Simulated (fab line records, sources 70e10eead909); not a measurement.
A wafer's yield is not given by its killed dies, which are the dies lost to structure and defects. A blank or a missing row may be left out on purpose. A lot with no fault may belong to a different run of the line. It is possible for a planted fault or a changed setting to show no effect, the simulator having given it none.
Chamber matching | flow nand_harc | 4 sister chambers for NHARC_A_CONTACT_ETCH_92 on rie_diel-01
The step etches the open film in CH3F/O2, target depth 40 nm, time 85.7 s. 24 wafers are shown with their chamber, then 12 later ones without.

EACH WAFER AND ITS CHAMBER
wafer  | chamber | showerhead_plenum_p_Torr (Torr) | drypump_motor_current_A (A) | rf_vpp_V (V)
L075.1 | 3       | 2.42                            | 6.2                         | 244.6
L075.3 | 0       | 2.65                            | 5.7                         | 247.1
L075.5 | 0       | 2.65                            | 5.7                         | 247.2
L074.1 | 0       | 2.66                            | 5.7                         | 245.8
L074.2 | 1       | 2.33                            | 6.0                         | 241.1
L074.6 | 1       | 2.33                            | 6.0                         | 242.0
L077.2 | 1       | 2.33                            | 6.0                         | 243.5
L077.4 | 1       | 2.33                            | 6.1                         | 243.7
L077.5 | 3       | 2.42                            | 6.2                         | 243.3
L078.2 | 1       | 2.33                            | 6.1                         | 242.8
L078.5 | 3       | 2.42                            | 6.2                         | 245.2
L078.6 | 0       | 2.65                            | 5.7                         | 246.7
L079.3 | 0       | 2.65                            | 5.7                         | 247.1
L079.4 | 3       | 2.42                            | 6.2                         | 245.4
L079.5 | 3       | 2.42                            | 6.2                         | 242.9
L081.2 | 0       | 2.65                            | 5.7                         | 248.6
L081.4 | 1       | 2.33                            | 6.1                         | 242.8
L081.6 | 3       | 2.42                            | 6.2                         | 243.1
L084.2 | 1       | 2.33                            | 6.0                         | 242.6
L084.4 | 3       | 2.42                            | 6.2                         | 242.4
L084.5 | 2       | 2.40                            | 5.6                         | 243.1
L082.1 | 2       | 2.40                            | 5.6                         | 242.0
L082.4 | 3       | 2.42                            | 6.2                         | 243.6
L082.6 | 0       | 2.65                            | 5.7                         | 245.7

SIGNATURES (averages over the wafers above)
reading                  | chamber 0 | chamber 1 | chamber 2 | chamber 3 | scatter within a chamber
showerhead_plenum_p_Torr | 2.6514    | 2.3300    | 2.4000    | 2.4200    | 0.00207
drypump_motor_current_A  | 5.700     | 6.043     | 5.600     | 6.200     | 0.0293
rf_vpp_V                 | 246.886   | 242.643   | 242.550   | 243.812   | 0.994
Rule: a wafer lies at a distance from a chamber equal to the root of the sum of squares, over the readings, of (its reading less the chamber's mean, divided by the reading's scatter). If the next closest chamber is less than 2 further off than the closest, the wafer can't be placed; otherwise it belongs to the closest. The scatter is the square root of a quotient: the sum, over the shown wafers, of each reading's squared deviation from its chamber's mean, divided by wafers minus chambers.

WAFERS WHOSE CHAMBER IS MISSING
wafer  | showerhead_plenum_p_Torr (Torr) | drypump_motor_current_A (A) | rf_vpp_V (V)
L086.2 | 2.65                            | 5.7                         | 248.1
L086.4 | 2.33                            | 6.1                         | 242.0
L086.5 | 2.65                            | 5.7                         | 246.3
L088.2 | 2.40                            | 5.6                         | 244.5
L088.4 | 2.32                            | 6.0                         | 242.4
L088.5 | 2.65                            | 5.7                         | 247.3
L095.2 | 2.41                            | 6.2                         | 243.3
L095.5 | 2.39                            | 5.6                         | 243.2
L095.6 | 2.41                            | 6.2                         | 243.0
L096.1 | 2.32                            | 6.1                         | 243.4
L096.3 | 2.64                            | 5.7                         | 246.3
L096.5 | 2.32                            | 6.1                         | 243.4

CHAMBER TAKEN BY EACH
wafer  | from the rows above | in truth
L086.2 | 0                   | 0
L086.4 | 1                   | 1
L086.5 | 0                   | 0
L088.2 | 2                   | 2
L088.4 | 1                   | 1
L088.5 | 0                   | 0
L095.2 | 3                   | 3
L095.5 | 2                   | 2
L095.6 | 3                   | 3
L096.1 | 1                   | 1
L096.3 | 0                   | 0
L096.5 | 1                   | 1
Placed correctly: 12 of 12. Not placeable from these rows: 0. 0 placed wrongly.
